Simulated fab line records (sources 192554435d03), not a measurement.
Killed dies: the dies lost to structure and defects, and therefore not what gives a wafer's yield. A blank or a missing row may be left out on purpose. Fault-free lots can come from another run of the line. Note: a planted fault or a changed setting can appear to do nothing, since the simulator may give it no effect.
fab line records ; flow n5Finfet
record lots=7; wafers=21; lastDay=17
route steps=1938 shown BEOL_M2@919 BEOL_M3@931 BEOL_M4@1111 PASSIVATION@1936
lots with no fault: from the same line, run without faults
startH: hours from the record's first day to the start of the lot's first wafer shown ; waitH: how many hours have passed since the lot's step before this one ; " as in the row above ; L1.1+2: one row covering several wafers at once ; - no value present, or no start provided ; * or withheld: withheld ; < > ~ a bound
route shown NAME@n: NAME is a module with steps in the file, n the number in the route of the first one ; usual: mean/standard deviation taken from wafers without a fault ; same: alike in all rows ; chamber/n: place in a boat ; sites: each site's reading ; _std_site: the values' standard deviation ; _edge_site: mean of outer sites minus mean of inner sites ; radiusMm: how far each site lies from the wafer's centre ; mask NAME#n: copy n ; behind: the tool/chamber that last shaped the wafer ; hold: what put the lot on hold/how long, in hours/how the hold closed ; device: the transistor (n, p or np) that didn't switch ; end of line: tests run on the same wafers once the route is complete ; for a step that has no rows: nothing shown but its recipe ; killed: dies that structure and defects cost at the first sort, which is not the same as the wafer's yield ; map: a wafer's dies, x killed, . not, _ none there
set.NAME: the setting as run; set.NAME@STEP: as run at that earlier step ; model.NAME: the simulator's own value behind a step, which no gauge read
certain route steps with their lots: each step a table, each wafer a row
services: the hour from which a tool's chamber was out of use, counted from the record's first day as startH (under 0 if before that day), plus the number of hours and why
## steps
# step N5_BEOL_M2_ANNEAL_95
# recipe tempC=400; timeS=240; ambient=vacuum
# usual heaterPowerW=820/57; susceptorTempC=400.03/0.23; susceptor_temp_C_max=401.0/0.44
lot.wafer;tool;chamber;startH;waitH;heaterPowerW;susceptorTempC;susceptor_temp_C_max
L156.1;pvdSputter-02;-;148.08;0.0;756;399.78;400.9
L156.2;pvdSputter-02;-;148.08;0.0;781;399.66;400.8
L156.4;pvdSputter-02;-;148.08;0.0;870;400.21;401.2
L158.1;pvdSputter-01;-;165.72;0.0;838;400.36;401.7
L158.5;pvdSputter-01;-;165.72;0.0;822;400.38;400.8
L158.6;pvdSputter-01;-;165.72;0.0;847;400.31;402.2
L165.2;pvdSputter-03;-;209.93;0.0;775;399.68;401.1
L165.3;pvdSputter-03;-;209.93;0.0;772;399.89;401.3
L165.6;pvdSputter-03;-;209.93;0.0;796;400.26;401.1
L166.3;pvdSputter-02;-;216.60;0.0;775;400.27;401.5
L166.4;pvdSputter-02;-;216.60;0.0;916;399.78;400.4
L166.5;pvdSputter-02;-;216.60;0.0;794;400.30;401.5
L171.1;pvdSputter-02;-;245.41;0.0;761;400.04;401.3
L171.3;pvdSputter-02;-;245.41;0.0;761;400.15;401.0
L171.5;pvdSputter-02;-;245.41;0.0;874;400.31;401.6
L172.1;pvdSputter-01;-;258.74;0.0;796;400.03;400.9
L172.3;pvdSputter-01;-;258.74;0.0;863;399.86;401.3
L172.5;pvdSputter-01;-;258.74;0.0;814;399.60;400.2
L176.1;pvdSputter-01;-;278.16;0.0;879;399.87;400.4
L176.3;pvdSputter-01;-;278.16;0.0;808;399.74;400.4
L176.5;pvdSputter-01;-;278.16;0.0;836;399.95;401.3
# step N5_BEOL_M2_SPUTTER_96
# recipe material=Cu; targetThkA=45; tempC=-20; chamberPressurePa=0.07; powerW=withheld; timeS=8.29
# usual susceptorTempC=-19.99/0.11; throttleValvePct=29.9/1
lot.wafer;tool;chamber;startH;waitH;susceptorTempC;throttleValvePct
L156.1;pvdSputter-02;-;148.22;0.1;-20.11;31.2
L156.2;pvdSputter-02;-;148.22;0.1;-20.13;29.7
L156.4;pvdSputter-02;-;148.22;0.1;-19.97;29.7
L158.1;pvdSputter-01;-;165.86;0.1;-20.11;29.6
L158.5;pvdSputter-01;-;165.86;0.1;-19.97;30.0
L158.6;pvdSputter-01;-;165.86;0.1;-19.86;29.3
L165.2;pvdSputter-03;-;210.07;0.1;-20.13;29.9
L165.3;pvdSputter-03;-;210.07;0.1;-20.05;28.8
L165.6;pvdSputter-03;-;210.07;0.1;-20.01;29.5
L166.3;pvdSputter-02;-;216.74;0.1;-20.21;29.5
L166.4;pvdSputter-02;-;216.74;0.1;-20.07;27.9
L166.5;pvdSputter-02;-;216.74;0.1;-19.92;29.6
L171.1;pvdSputter-02;-;245.55;0.1;-19.95;29.8
L171.3;pvdSputter-02;-;245.55;0.1;-19.96;31.1
L171.5;pvdSputter-02;-;245.55;0.1;-19.92;29.6
L172.1;pvdSputter-01;-;258.88;0.1;-20.11;30.0
L172.3;pvdSputter-01;-;258.88;0.1;-19.89;29.5
L172.5;pvdSputter-01;-;258.88;0.1;-19.89;31.6
L176.1;pvdSputter-01;-;278.30;0.1;-19.90;31.1
L176.3;pvdSputter-01;-;278.30;0.1;-20.15;29.9
L176.5;pvdSputter-01;-;278.30;0.1;-20.12;29.3
# step N5_BEOL_M2_ECD_50
# recipe material=Cu; targetThkA=3000
# step N5_BEOL_M2_ANNEAL_51
# recipe tempC=225; timeS=90; ambient=N2
# usual wafer_temp_C_max=226.21/0.27
lot.wafer;tool;chamber;startH;waitH;wafer_temp_C_max
L156.1;rtpAnneal-02;0;148.82;0.5;226.30
L156.2;rtpAnneal-02;0;148.82;0.5;226.31
L156.4;rtpAnneal-02;0;148.82;0.5;226.02
L158.1;rtpAnneal-02;0;166.06;0.1;225.96
L158.5;rtpAnneal-02;0;166.06;0.1;225.87
L158.6;rtpAnneal-02;0;166.06;0.1;226.01
L165.2;rtpAnneal-02;0;212.03;1.8;226.14
L165.3;rtpAnneal-02;0;212.03;1.8;226.51
L165.6;rtpAnneal-02;0;212.03;1.8;226.51
L166.3;rtpAnneal-02;0;217.08;0.2;226.04
L166.4;rtpAnneal-02;0;217.08;0.2;225.94
L166.5;rtpAnneal-02;0;217.08;0.2;225.91
L171.1;rtpAnneal-01;0;245.74;0.1;226.11
L171.3;rtpAnneal-01;0;245.74;0.1;226.11
L171.5;rtpAnneal-01;0;245.74;0.1;226.15
L172.1;rtpAnneal-02;0;259.08;0.1;226.97
L172.3;rtpAnneal-02;0;259.08;0.1;226.73
L172.5;rtpAnneal-02;0;259.08;0.1;226.13
L176.1;rtpAnneal-01;0;278.50;0.1;225.94
L176.3;rtpAnneal-01;0;278.50;0.1;225.83
L176.5;rtpAnneal-01;0;278.50;0.1;225.91
# step N5_BEOL_M2_CMP_52
# recipe stopOn=SiOC; tOverpolishS=6.8; downForcePsi=1; platenRpm=50; clearingPlatenDownForcePsi=1.5; clearingPlatenRpm=50; postCmpClean=cuAlkaline; targetThkNm=40; clearingPlatenPadVelocityMS=0.99484; padVelocityMS=0.99484
# usual barrierFieldEndpointS=24.6/0.78; motorCurrentA=6.2/0.69; overpolishRunS=6.800/0.0085; platenRpm=50.00/0.036; timeToEndpointS=61/4.6
# same tOverpolishS=6.8
lot.wafer;tool;chamber;startH;waitH;barrierFieldEndpointS;motorCurrentA;overpolishRunS;platenRpm;timeToEndpointS
L156.2;cmp-04;3;149.13;0.2;24.4;6.7;6.800;50.07;60
L156.4;cmp-04;0;149.13;0.2;24.4;5.5;6.807;50.01;57
L156.1;cmp-04;1;149.13;0.2;24.4;5.1;6.816;50.03;58
L158.1;cmp-03;3;167.29;1.2;24.3;6.9;6.809;50.02;58
L158.5;cmp-03;2;167.29;1.2;26.9;6.9;6.806;50.04;69
L158.6;cmp-03;3;167.29;1.2;23.7;6.9;6.807;49.99;57
L165.3;cmp-02;3;212.51;0.3;24.1;5.1;6.793;50.01;61
L165.2;cmp-02;1;212.51;0.3;25.0;5.8;6.801;49.99;64
L165.6;cmp-02;0;212.51;0.3;25.5;6.1;6.801;49.98;67
L166.4;cmp-04;1;217.32;0.2;25.3;5.5;6.796;49.98;59
L166.3;cmp-04;2;217.32;0.2;24.5;6.1;6.804;50.00;61
L166.5;cmp-04;0;217.32;0.2;24.0;5.6;6.801;50.00;54
L171.1;cmp-02;2;246.13;0.3;23.3;7.2;6.814;50.03;56
L171.3;cmp-02;3;246.13;0.3;24.2;5.2;6.784;49.98;60
L171.5;cmp-02;2;246.13;0.3;24.1;7.0;6.799;49.98;58
L172.1;cmp-02;0;259.45;0.3;25.1;6.2;6.813;49.97;65
L172.3;cmp-02;1;259.45;0.3;24.4;5.8;6.805;50.08;63
L172.5;cmp-02;3;259.45;0.3;24.4;5.2;6.790;49.99;60
L176.1;cmp-04;1;278.89;0.3;24.7;5.3;6.814;49.99;63
L176.3;cmp-04;3;278.89;0.3;24.7;6.6;6.803;49.98;65
L176.5;cmp-04;0;278.89;0.3;23.9;5.5;6.800;50.01;55
# step N5_BEOL_M2_THK_MEAS_53
# recipe thkMeasGauge=xrf; reads=Cu_of_BEOL_M2_ECD_50
# usual M2_THK=39.0/2
lot.wafer;tool;chamber;startH;waitH;M2_THK[nm]
L156.1;filmMetro-01;-;149.43;-;38.6
L156.2;filmMetro-01;-;149.43;-;41.9
L156.4;filmMetro-01;-;149.43;-;39.1
L158.1;filmMetro-01;-;167.55;-;36.0
L158.5;filmMetro-01;-;167.55;-;41.6
L158.6;filmMetro-01;-;167.55;-;38.4
L165.2;filmMetro-02;-;212.80;-;40.8
L165.3;filmMetro-02;-;212.80;-;37.7
L165.6;filmMetro-02;-;212.80;-;41.4
L166.3;filmMetro-02;-;217.58;-;40.5
L166.4;filmMetro-02;-;217.58;-;35.8
L166.5;filmMetro-02;-;217.58;-;35.5
L171.1;filmMetro-02;-;246.43;-;38.8
L171.3;filmMetro-02;-;246.43;-;39.2
L171.5;filmMetro-02;-;246.43;-;38.6
L172.1;filmMetro-01;-;259.67;-;41.3
L172.3;filmMetro-01;-;259.67;-;39.5
L172.5;filmMetro-01;-;259.67;-;38.8
L176.1;filmMetro-01;-;279.14;-;40.7
L176.3;filmMetro-01;-;279.14;-;37.8
L176.5;filmMetro-01;-;279.14;-;35.9
# step N5_BEOL_M2_PRE_CLEAN_60
# recipe gas=NH3/H2; timeS=15; tempC=*; rfPowerW=300
# step N5_BEOL_M2_CO_CAP_55
# recipe material=Co; targetThkA=20; tempC=200; precursor=CCTBA/H2; pressureTorr=30; timeS=102.1
# step N5_BEOL_M2_PRE_CLEAN_56
# recipe gas=NH3; timeS=15; tempC=withheld; rfPowerW=300
# step N5_BEOL_M2_DEP_57
# recipe material=SiCN; targetThkA=80; tempC=withheld; precursor=3MS/NH3; pressureTorr=3; rfW=202; timeS=14
# usual showerheadPlenumPTorr=3.662/0.015; throttleValvePct=9.2/0.54
lot.wafer;tool;chamber;startH;waitH;showerheadPlenumPTorr;throttleValvePct
L156.1;pecvd-04;2;149.64;0.0;3.654;8.5
L156.2;pecvd-04;1;149.64;0.0;3.678;9.6
L156.4;pecvd-04;1;149.64;0.0;3.682;9.6
L158.1;pecvd-03;0;167.75;0.0;3.664;9.9
L158.5;pecvd-03;0;167.75;0.0;3.649;9.8
L158.6;pecvd-03;2;167.75;0.0;3.689;8.5
L165.2;pecvd-02;0;213.06;0.0;3.680;8.5
L165.3;pecvd-02;0;213.06;0.0;3.669;8.4
L165.6;pecvd-02;0;213.06;0.0;3.662;8.4
L166.3;pecvd-03;2;217.83;0.0;3.678;8.6
L166.4;pecvd-03;1;217.83;0.0;3.642;8.9
L166.5;pecvd-03;2;217.83;0.0;3.691;8.8
L171.1;pecvd-02;0;246.62;0.0;3.670;8.5
L171.3;pecvd-02;2;246.62;0.0;3.653;8.9
L171.5;pecvd-02;1;246.62;0.0;3.669;9.3
L172.1;pecvd-03;2;259.92;0.0;3.682;9.0
L172.3;pecvd-03;0;259.92;0.0;3.649;9.8
L172.5;pecvd-03;0;259.92;0.0;3.651;10.2
L176.1;pecvd-02;2;279.39;0.0;3.644;8.7
L176.3;pecvd-02;0;279.39;0.0;3.662;8.4
L176.5;pecvd-02;1;279.39;0.0;3.675;9.7
# step N5_BEOL_M2_RS_MEAS_58
# recipe thkMeasGauge=four-point-probe; reads=Co_of_BEOL_M2_CO_CAP_55+Cu_of_BEOL_M2_ECD_50+Co_of_BEOL_M2_CVD_47+TaN_of_BEOL_M2_ALD_84
# usual M2_RS=0.68/0.044
lot.wafer;tool;chamber;startH;waitH;M2_RS[ohm/sq]
L156.1;filmMetro-02;-;149.72;0.1;0.69
L156.2;filmMetro-02;-;149.72;0.1;0.61
L156.4;filmMetro-02;-;149.72;0.1;0.67
L158.1;filmMetro-01;-;167.81;0.0;0.74
L158.5;filmMetro-01;-;167.81;0.0;0.62
L158.6;filmMetro-01;-;167.81;0.0;0.68
L165.2;filmMetro-01;-;213.15;0.1;0.63
L165.3;filmMetro-01;-;213.15;0.1;0.70
L165.6;filmMetro-01;-;213.15;0.1;0.62
L166.3;filmMetro-02;-;217.90;0.1;0.65
L166.4;filmMetro-02;-;217.90;0.1;0.76
L166.5;filmMetro-02;-;217.90;0.1;0.77
L171.1;filmMetro-02;-;246.69;0.0;0.69
L171.3;filmMetro-02;-;246.69;0.0;0.67
L171.5;filmMetro-02;-;246.69;0.0;0.69
L172.1;filmMetro-01;-;259.98;0.0;0.62
L172.3;filmMetro-01;-;259.98;0.0;0.66
L172.5;filmMetro-01;-;259.98;0.0;0.68
L176.1;filmMetro-02;-;279.46;0.0;0.64
L176.3;filmMetro-02;-;279.46;0.0;0.71
L176.5;filmMetro-02;-;279.46;0.0;0.76
# step N5_BEOL_M2_INSPECT_59
# recipe inspectInstrument=darkfield; mode=postDep
# usual rawDefectCount=68/22
lot.wafer;tool;chamber;startH;waitH;rawDefectCount
L156.1;defectInspect-02;-;149.75;0.0;55
L156.2;defectInspect-02;-;149.75;0.0;60
L156.4;defectInspect-02;-;149.75;0.0;54
L158.1;defectInspect-01;-;167.84;0.0;42
L158.5;defectInspect-01;-;167.84;0.0;45
L158.6;defectInspect-01;-;167.84;0.0;60
L165.2;defectInspect-01;-;213.17;0.0;67
L165.3;defectInspect-01;-;213.17;0.0;81
L165.6;defectInspect-01;-;213.17;0.0;112
L166.3;defectInspect-01;-;217.92;0.0;56
L166.4;defectInspect-01;-;217.92;0.0;79
L166.5;defectInspect-01;-;217.92;0.0;67
L171.1;defectInspect-01;-;246.72;0.0;49
L171.3;defectInspect-01;-;246.72;0.0;34
L171.5;defectInspect-01;-;246.72;0.0;37
L172.1;defectInspect-02;-;260.01;0.0;78
L172.3;defectInspect-02;-;260.01;0.0;57
L172.5;defectInspect-02;-;260.01;0.0;100
L176.1;defectInspect-01;-;279.48;0.0;78
L176.3;defectInspect-01;-;279.48;0.0;54
L176.5;defectInspect-01;-;279.48;0.0;67
# step N5_BEOL_M3_ILD_DEP_00
# recipe material=SiOC; targetThkA=790; tempC=350; precursor=DEMS/O2; pressureTorr=5; rfW=500; timeS=15.3
# usual heaterPowerW=453/52; showerheadPlenumPTorr=5.696/0.016; susceptorTempC=350.01/0.21; throttleValvePct=12.0/0.6
lot.wafer;tool;chamber;startH;waitH;heaterPowerW;showerheadPlenumPTorr;susceptorTempC;throttleValvePct
L156.1;pecvd-01;2;149.78;0.0;349;5.701;349.95;11.8
L156.2;pecvd-01;1;149.78;0.0;474;5.684;349.87;11.7
L156.4;pecvd-01;2;149.78;0.0;351;5.685;349.93;11.5
L158.1;pecvd-03;1;167.88;0.0;456;5.669;350.18;11.9
L158.5;pecvd-03;0;167.88;0.0;488;5.671;349.77;13.3
L158.6;pecvd-03;1;167.88;0.0;473;5.682;349.96;12.0
L165.2;pecvd-03;2;213.21;0.0;537;5.727;349.69;11.5
L165.3;pecvd-03;0;213.21;0.0;467;5.685;350.21;13.2
L165.6;pecvd-03;0;213.21;0.0;478;5.682;350.27;13.1
L166.3;pecvd-03;1;217.96;0.0;452;5.690;350.12;11.9
L166.4;pecvd-03;0;217.96;0.0;537;5.684;350.06;13.4
L166.5;pecvd-03;2;217.96;0.0;554;5.713;349.90;11.4
L171.1;pecvd-01;0;246.75;0.0;514;5.707;359.32;11.5
L171.3;pecvd-01;2;246.75;0.0;453;5.697;359.02;11.9
L171.5;pecvd-01;1;246.75;0.0;521;5.711;359.11;11.9
L172.1;pecvd-01;1;260.05;0.0;512;5.717;358.91;11.9
L172.3;pecvd-01;0;260.05;0.0;485;5.691;359.09;11.6
L172.5;pecvd-01;2;260.05;0.0;400;5.688;359.30;12.0
L176.1;pecvd-01;1;279.52;0.0;421;5.696;359.33;11.8
L176.3;pecvd-01;1;279.52;0.0;424;5.701;359.25;12.0
L176.5;pecvd-01;2;279.52;0.0;445;5.682;359.48;11.6
# step N5_BEOL_M3_THK_MEAS_01
# recipe reads=SiOC_of_BEOL_M3_ILD_DEP_00
# usual M3_ILD_THK=79.1/1.4
lot.wafer;tool;chamber;startH;waitH;M3_ILD_THK[nm]
L156.1;filmMetro-02;-;149.85;0.0;80.1
L156.2;filmMetro-02;-;149.85;0.0;77.0
L156.4;filmMetro-02;-;149.85;0.0;80.6
L158.1;filmMetro-01;-;167.94;0.0;77.8
L158.5;filmMetro-01;-;167.94;0.0;79.2
L158.6;filmMetro-01;-;167.94;0.0;77.4
L165.2;filmMetro-01;-;213.28;0.1;78.7
L165.3;filmMetro-01;-;213.28;0.1;78.1
L165.6;filmMetro-01;-;213.28;0.1;80.1
L166.3;filmMetro-02;-;218.03;0.1;80.3
L166.4;filmMetro-02;-;218.03;0.1;80.2
L166.5;filmMetro-02;-;218.03;0.1;81.7
L171.1;filmMetro-01;-;246.82;0.0;77.8
L171.3;filmMetro-01;-;246.82;0.0;77.7
L171.5;filmMetro-01;-;246.82;0.0;76.3
L172.1;filmMetro-02;-;260.11;0.0;74.4
L172.3;filmMetro-02;-;260.11;0.0;76.4
L172.5;filmMetro-02;-;260.11;0.0;77.9
L176.1;filmMetro-01;-;279.61;0.1;72.9
L176.3;filmMetro-01;-;279.61;0.1;75.1
L176.5;filmMetro-01;-;279.61;0.1;78.1
# step N5_BEOL_M4_RC_MEAS_101
# usual DIBL_N=36.1/2; DIBL_P=36.3/2.4; IOFF_N=0.15/0.035; IOFF_P=0.21/0.039; ION_N=672/15; ION_P=463/9.7; SS_N=71.5/0.7; SS_P=73.2/0.75; VT_N=251/3.6; VT_P=-250/3.8
lot.wafer;tool;chamber;startH;waitH;DIBL_N[mV/V];DIBL_P[mV/V];IOFF_N[nA/um];IOFF_P[nA/um];ION_N[uA/um];ION_P[uA/um];SS_N[mV/dec];SS_P[mV/dec];VT_N[mV];VT_P[mV]
L156.1;prober-01;0;176.20;0.0;35.5;36.0;0.14;0.22;659;460;71.7;73.3;250;-245
L156.2;prober-01;0;176.20;0.0;32.9;33.8;0.11;0.19;667;471;70.3;72.6;255;-250
L156.4;prober-01;0;176.20;0.0;36.2;37.9;0.18;0.25;696;482;71.8;73.1;245;-245
L158.1;prober-01;0;195.89;0.0;32.8;34.1;0.11;0.17;658;454;70.9;72.7;254;-253
L158.5;prober-01;0;195.89;0.0;36.6;38.6;0.17;0.23;672;458;71.7;73.2;248;-250
L158.6;prober-01;0;195.89;0.0;34.1;34.9;0.11;0.17;646;450;70.0;73.2;255;-254
L165.2;prober-02;0;239.99;0.2;37.9;37.6;0.18;0.25;661;452;72.7;73.6;249;-248
L165.3;prober-02;0;239.99;0.2;34.5;34.4;0.14;0.20;670;468;71.2;72.3;249;-249
L165.6;prober-02;0;239.99;0.2;34.5;34.2;0.14;0.19;656;449;71.5;72.7;252;-251
L166.3;prober-01;0;246.33;0.3;37.6;37.9;0.19;0.24;694;479;72.0;73.2;244;-249
L166.4;prober-01;0;246.33;0.3;37.0;36.2;0.17;0.22;668;458;72.0;74.1;248;-248
L166.5;prober-01;0;246.33;0.3;37.9;37.2;0.19;0.24;712;479;71.9;72.9;248;-249
L171.1;prober-02;0;279.18;0.0;32.7;31.9;0.09;0.16;658;466;70.7;71.7;255;-251
L171.3;prober-02;0;279.18;0.0;36.9;36.4;0.15;0.22;658;455;71.9;72.9;254;-249
L171.5;prober-02;0;279.18;0.0;36.4;36.5;0.15;0.23;686;476;71.2;73.0;251;-248
L172.1;prober-02;0;284.39;0.0;36.1;35.6;0.13;0.18;652;458;71.1;73.5;256;-253
L172.3;prober-02;0;284.39;0.0;39.0;39.6;0.20;0.26;683;470;71.3;74.1;247;-252
L172.5;prober-02;0;284.39;0.0;38.8;40.2;0.18;0.25;683;464;72.2;74.4;250;-250
L176.1;prober-01;0;310.95;0.0;39.8;40.2;0.20;0.29;699;476;72.3;73.3;248;-243
L176.3;prober-01;0;310.95;0.0;38.9;37.7;0.18;0.23;682;461;72.0;73.3;248;-250
L176.5;prober-01;0;310.95;0.0;35.8;34.4;0.12;0.18;650;457;71.3;73.0;254;-248
# step N5_PASSIVATION_PROBE_49
# usual defectLimitedYield=91.1/1.6; killed_at_M0_to_M3=35/11; killed_at_M4_up=13/5.4; killedAtContacts=13/6.5; killedAtFrontEnd=40/14; killedAtOther=4/3.1; killedDies=105/18; killedOpen=69/14; killedShort=34/7.3; sort_bin_5_function=5.2/0.96; sort_bin_6_memory=3.4/0.77; sortNPass=1075/19; sortYieldPct=91.1/1.6
# same grossDies=1180; killedAtBackSide=0; sort_bin_4_leakage[%]=0; sort_bin_8_speed[%]=0
lot.wafer;tool;chamber;startH;waitH;defectLimitedYield[%];killed_at_M0_to_M3;killed_at_M4_up;killedAtContacts;killedAtFrontEnd;killedAtOther;killedDies;killedOpen;killedShort;sort_bin_5_function[%];sort_bin_6_memory[%];sortNPass;sortYieldPct[%]
L165.6;prober-01;-;349.38;0.3;90.8;28;8;6;63;3;108;75;32;5.0;3.9;1072;90.8
# killed by level:class
L165.6 FIN_SAQP:geometricParticle:open=14 FIN_SAQP:geometricParticle:short=12 STI_FIN_REVEAL:geometricParticle:open=10 DUMMY_GATE:geometricParticle:open=9 BEOL_M1:geometricParticle:open=7 BEOL_M3:geometricParticle:open=6 GATE_CUT:geometricParticle:open=5 MOL_CONTACT_COAG:geometricParticle:open=5
## services
tool;chamber;startH;hours;kind
cmp-04;-;128.38;4.0;pm
pecvd-01;0;130.57;2.1;scheduledDown
pecvd-02;-;132.37;0.5;repair
cmp-04;-;132.38;-;consumableReplace:conditioner
cmp-04;-;132.38;-;consumableReplace:pad
pecvd-01;-;139.80;3.4;repair
cmp-02;-;144.83;5.2;repair
pecvd-02;-;153.19;2.8;pm
pecvd-02;0;174.57;9.4;repair
cmp-04;-;177.98;8.8;pm
pecvd-04;0;180.42;6.5;repair
cmp-03;-;192.32;4.0;pm
pecvd-02;-;195.94;0.3;repair
pecvd-02;2;202.40;-;clean
pecvd-01;-;203.80;6.0;pm
pecvd-04;-;204.84;5.5;pm
cmp-03;-;216.22;32.0;repair
pecvd-03;-;224.03;1.4;repair
cmp-02;-;241.29;2.6;repair
cmp-03;-;248.23;5.1;pm
cmp-04;-;251.09;0.8;repair
pecvd-03;1;263.80;5.5;scheduledDown
cmp-03;-;278.24;1.5;repair
cmp-02;-;278.69;4.0;pm
## key
firstSign step=N5_BEOL_M3_ILD_DEP_00; reading=susceptorTempC; direction=up; sigmas=45; usual=*; struck=*
effect step=N5_BEOL_M3_THK_MEAS_01; reading=M3_ILD_THK; direction=down; sigmas=2; usual=79.1; struck=76.3
metAt N5_BEOL_M3_ILD_DEP_00
struckWafers L171.1,L171.3,L171.5,L172.1,L172.3,L172.5,L176.1,L176.3,L176.5
onsetBetween 149.78 246.75
fault kind=processParameterDrift; tool=pecvd-01; chamber=-; onsetH=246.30; steps=N5_BEOL_M3_ILD_DEP_00; channel=tempC; offset=*; shape=step; endH=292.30; actsIn=*; stated=*
